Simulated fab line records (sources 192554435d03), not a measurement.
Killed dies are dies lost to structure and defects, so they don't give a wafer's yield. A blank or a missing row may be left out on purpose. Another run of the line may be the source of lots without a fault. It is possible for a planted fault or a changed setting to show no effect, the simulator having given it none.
Split-lot study / flow n5 finfet / 21 wafers read from 7 lots, route of 1938 steps

ON THE SPLIT
At N5_BEOL_M3_COAT_05 (resist thk 30 nm), the setting spin rpm was moved away from the recipe's 1500 rpm on 8 of the 21 wafers read, by -10.6% to +9.7%. All remaining wafers had this setting at the recipe value.

FROM THE SPLIT TO THE READING: what the file shows between them, 4 steps
- N5_BEOL_M3_EBR_07
- N5_BEOL_M3_SOFTBAKE_06: time 60 s
- N5_BEOL_M3_EXPOSE_08: exposes mask M3
- N5_BEOL_M3_PEB_09: peb time 60 s

THE READING
CAR-EUV_of_BEOL_M3_COAT_05.thk nm (the simulator's own value, which no gauge read), in nm, at N5_BEOL_M3_DEVELOP_10 (develop time 30 s). There is no usual value for it anywhere in the file. Across the 13 wafers here that went through the recipe, the average is 29.5 nm and the standard deviation 0.12 nm.

wafer=L075.1; tool, chamber at the split=litho track-05, 0; spin rpm as run, rpm=1431; against the recipe=-4.6%; CAR-EUV_of_BEOL_M3_COAT_05.thk nm, nm=30.4; against lot-mates on the recipe=+0.8
wafer=L075.3; tool, chamber at the split=litho track-05, 0; spin rpm as run, rpm=1500; against the recipe=recipe; CAR-EUV_of_BEOL_M3_COAT_05.thk nm, nm=29.6; against lot-mates on the recipe=-
wafer=L075.5; tool, chamber at the split=litho track-05, 0; spin rpm as run, rpm=1500; against the recipe=recipe; CAR-EUV_of_BEOL_M3_COAT_05.thk nm, nm=29.6; against lot-mates on the recipe=-
wafer=L082.1; tool, chamber at the split=litho track-01, 0; spin rpm as run, rpm=1500; against the recipe=recipe; CAR-EUV_of_BEOL_M3_COAT_05.thk nm, nm=29.8; against lot-mates on the recipe=-
wafer=L082.2; tool, chamber at the split=litho track-01, 0; spin rpm as run, rpm=1500; against the recipe=recipe; CAR-EUV_of_BEOL_M3_COAT_05.thk nm, nm=29.6; against lot-mates on the recipe=-
wafer=L082.6; tool, chamber at the split=litho track-01, 0; spin rpm as run, rpm=1500; against the recipe=recipe; CAR-EUV_of_BEOL_M3_COAT_05.thk nm, nm=29.6; against lot-mates on the recipe=-
wafer=L083.1; tool, chamber at the split=litho track-03, 0; spin rpm as run, rpm=1500; against the recipe=recipe; CAR-EUV_of_BEOL_M3_COAT_05.thk nm, nm=29.6; against lot-mates on the recipe=-
wafer=L083.3; tool, chamber at the split=litho track-03, 0; spin rpm as run, rpm=1414; against the recipe=-5.7%; CAR-EUV_of_BEOL_M3_COAT_05.thk nm, nm=30.6; against lot-mates on the recipe=+1.0
wafer=L083.4; tool, chamber at the split=litho track-03, 0; spin rpm as run, rpm=1414; against the recipe=-5.7%; CAR-EUV_of_BEOL_M3_COAT_05.thk nm, nm=30.6; against lot-mates on the recipe=+1.0
wafer=L087.1; tool, chamber at the split=litho track-01, 0; spin rpm as run, rpm=1500; against the recipe=recipe; CAR-EUV_of_BEOL_M3_COAT_05.thk nm, nm=29.4; against lot-mates on the recipe=-
wafer=L087.2; tool, chamber at the split=litho track-01, 0; spin rpm as run, rpm=1500; against the recipe=recipe; CAR-EUV_of_BEOL_M3_COAT_05.thk nm, nm=29.6; against lot-mates on the recipe=-
wafer=L087.4; tool, chamber at the split=litho track-01, 0; spin rpm as run, rpm=1341; against the recipe=-10.6%; CAR-EUV_of_BEOL_M3_COAT_05.thk nm, nm=31.4; against lot-mates on the recipe=+1.9
wafer=L093.3; tool, chamber at the split=litho track-05, 0; spin rpm as run, rpm=1500; against the recipe=recipe; CAR-EUV_of_BEOL_M3_COAT_05.thk nm, nm=29.4; against lot-mates on the recipe=-
wafer=L093.5; tool, chamber at the split=litho track-05, 0; spin rpm as run, rpm=1369; against the recipe=-8.7%; CAR-EUV_of_BEOL_M3_COAT_05.thk nm, nm=30.8; against lot-mates on the recipe=+1.4
wafer=L093.6; tool, chamber at the split=litho track-05, 0; spin rpm as run, rpm=1369; against the recipe=-8.7%; CAR-EUV_of_BEOL_M3_COAT_05.thk nm, nm=31; against lot-mates on the recipe=+1.6
wafer=L095.2; tool, chamber at the split=litho track-03, 0; spin rpm as run, rpm=1500; against the recipe=recipe; CAR-EUV_of_BEOL_M3_COAT_05.thk nm, nm=29.4; against lot-mates on the recipe=-
wafer=L095.6; tool, chamber at the split=litho track-03, 0; spin rpm as run, rpm=1500; against the recipe=recipe; CAR-EUV_of_BEOL_M3_COAT_05.thk nm, nm=29.4; against lot-mates on the recipe=-
wafer=L095.4; tool, chamber at the split=litho track-03, 0; spin rpm as run, rpm=1542; against the recipe=+2.8%; CAR-EUV_of_BEOL_M3_COAT_05.thk nm, nm=29; against lot-mates on the recipe=-0.4
wafer=L096.1; tool, chamber at the split=litho track-05, 0; spin rpm as run, rpm=1500; against the recipe=recipe; CAR-EUV_of_BEOL_M3_COAT_05.thk nm, nm=29.6; against lot-mates on the recipe=-
wafer=L096.3; tool, chamber at the split=litho track-05, 0; spin rpm as run, rpm=1645; against the recipe=+9.7%; CAR-EUV_of_BEOL_M3_COAT_05.thk nm, nm=28.2; against lot-mates on the recipe=-1.3
wafer=L096.6; tool, chamber at the split=litho track-05, 0; spin rpm as run, rpm=1500; against the recipe=recipe; CAR-EUV_of_BEOL_M3_COAT_05.thk nm, nm=29.4; against lot-mates on the recipe=-

THE FIT
A straight line over all 21 wafers: CAR-EUV_of_BEOL_M3_COAT_05.thk nm changes by -0.162 nm for each +1% of spin rpm; r = -0.98; the points scatter about the line by 0.13 nm.
The same after taking each lot's own level away (the mean of its wafers on the recipe; 21 wafers): -0.163 nm for each +1%; r = -0.99; scatter 0.099 nm.
Per that fit: largest spin rpm move, reading shift of 1.7 nm.
From 29.40 to 29.67 nm: that is the span of the lots' own levels, equal to 2.2 times the standard deviation above.
So the lot-to-lot level changes the slope little: the two slopes agree.
Check: with one of the wafers moved furthest among these (-10.6%) left out of the fit, the line predicts +1.72 nm for it against its lot-mates. Against them it came out at +1.9 nm.

OTHER SPLITS APPLIED TO THESE WAFERS
Before the reading, these wafers also passed through other splits. Each is held against what the fit with the lots' levels taken away leaves over:
other split on the same wafers=N5_BEOL_M2_DESCUM_16 time s; wafers away from the commonest value=7; r with CAR-EUV_of_BEOL_M3_COAT_05.thk nm (lot level and that fit taken away)=-0.31

THE WHOLE CHAIN: every reading that the file lists as answering this split, in the file's order
step=N5_BEOL_M3_COAT_05; what it does=resist thk 30 nm; reading=CAR-EUV_of_BEOL_M3_COAT_05.thk nm (the simulator's own value, which no gauge read); change (the file's fit)=-0.152 nm for each +1% of the setting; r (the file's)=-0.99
step=N5_BEOL_M3_DEVELOP_10; what it does=develop time 30 s; reading=CAR-EUV_of_BEOL_M3_COAT_05.thk nm (the simulator's own value, which no gauge read); change (the file's fit)=-0.164 nm for each +1% of the setting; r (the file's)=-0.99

FILE'S OWN FIT
CAR-EUV_of_BEOL_M3_COAT_05.thk nm changes by -0.164 nm for each +1% of spin rpm, r = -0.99.
